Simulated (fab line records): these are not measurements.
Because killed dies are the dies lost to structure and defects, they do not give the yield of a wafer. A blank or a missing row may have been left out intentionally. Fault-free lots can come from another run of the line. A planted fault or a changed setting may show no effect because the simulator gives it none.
Problem report, 8D (eight disciplines) form, completed by code || flow n5-finfet || the parts of the form that need people (team, actions taken, sign-off) are left out

== 1. THE PROBLEM ==
Wafers without a fault read 62 s, standard deviation 3.9; time-to-endpoint-s at N5_BEOL_M5_CMP_52 reads a mean of 37 s on 4 wafers belonging to 3 lots. Relative to the usual mean, that is a shift of -6.3 standard deviations.
The step: polishes, stops on SiCOH lowk, t overpolish 6.9 s, target thk 62 nm.
Seen first at day 10 12:01 on cmp-03, wafer L114.4. The record has a number at this step for 31 wafers belonging to 11 lots. Rule for "out", or "out of limits": more than 4 standard deviations from the usual mean. The other wafers with a number count as sound.

== 2. WHAT IT IS, WHAT IT ISN'T ==
{"question": "which readings at this step", "is": "time-to-endpoint-s", "is not": "clearing-platen-rpm, head-pressure-psi, motor-current-A, slurry-filter-dp-kPa"}
{"question": "which lots", "is": "L114, L118, L119", "is not": "L110, L111, L116, L126, L128, L130, L131, L132"}
{"question": "which wafers of those lots", "is": "L114.3, L114.4, L118.3, L119.3", "is not": "L114.6, L118.1, L118.2, L119.1, L119.6"}
{"question": "read on which tools", "is": "cmp-02, cmp-03", "is not": "cmp-04"}
{"question": "when", "is": "from day 10 12:01", "is not": "up to then (10 sound wafers); but 17 sound wafers of L118, L119, L126, L128, L130, L131, L132 came after"}

== 3. SUSPECTS, AND WHAT RULES EACH OUT ==
Counting: if a tool at a process step up to the reading ran every lot that is out, it stays a suspect. Sound lots after the first of them don't rule it out here, since some wafers of a struck lot are sound.
- ecd-cu-02 at N5_BEOL_M5_ECD_50 (material Cu, target thk 300 nm): kept. It processed each lot that is out (first: L114, day 10 11:37); up to then, its last sound lot is L116 (day 10 04:26).
After counting, what remains is ecd-cu-02 at N5_BEOL_M5_ECD_50.

== 4. THE CAUSE (what the simulator had put in) ==
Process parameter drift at N5_BEOL_M5_ECD_50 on ecd-cu-02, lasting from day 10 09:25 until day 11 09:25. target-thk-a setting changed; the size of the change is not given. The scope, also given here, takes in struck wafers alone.
After counting, this tool was the only one left.

== 5. SEQUENCE OF EFFECTS, ordered by route ==
Rows list readings where the struck wafers' mean (over those with a number) sits beyond 3 standard deviations from the usual. Scope: only readings with a usual standard deviation given in the record; hours: median across lots of the time from each lot's start at the first step in this table that gives one to its start at this step; sigmas: change in usual standard deviations.
{"hours": 0, "step": "N5_BEOL_M5_CMP_52", "reading": "time-to-endpoint-s", "usual": "62 s", "on struck wafers": 37, "change": -25, "sigmas": -6.3}
Its process steps:
- N5_BEOL_M5_CMP_52: polishes, stops on SiCOH lowk, t overpolish 6.9 s, target thk 62 nm.
Later steps that measure or inspect, where all struck wafers having a row at the step show a number for every such reading and not one has moved that far: N5_BEOL_M5_THK_MEAS_53.

== 6. WHAT WOULD HAVE CAUGHT IT SOONER ==
3 hours passed between the start of the fault at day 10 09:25 and the first reading out of limits in this record, taken at day 10 12:01.
Of the lots that are out (3), L118, L119 began N5_BEOL_M5_ECD_50 on ecd-cu-02 after day 10 12:01. A hold on the tool at that time would have spared those 2.
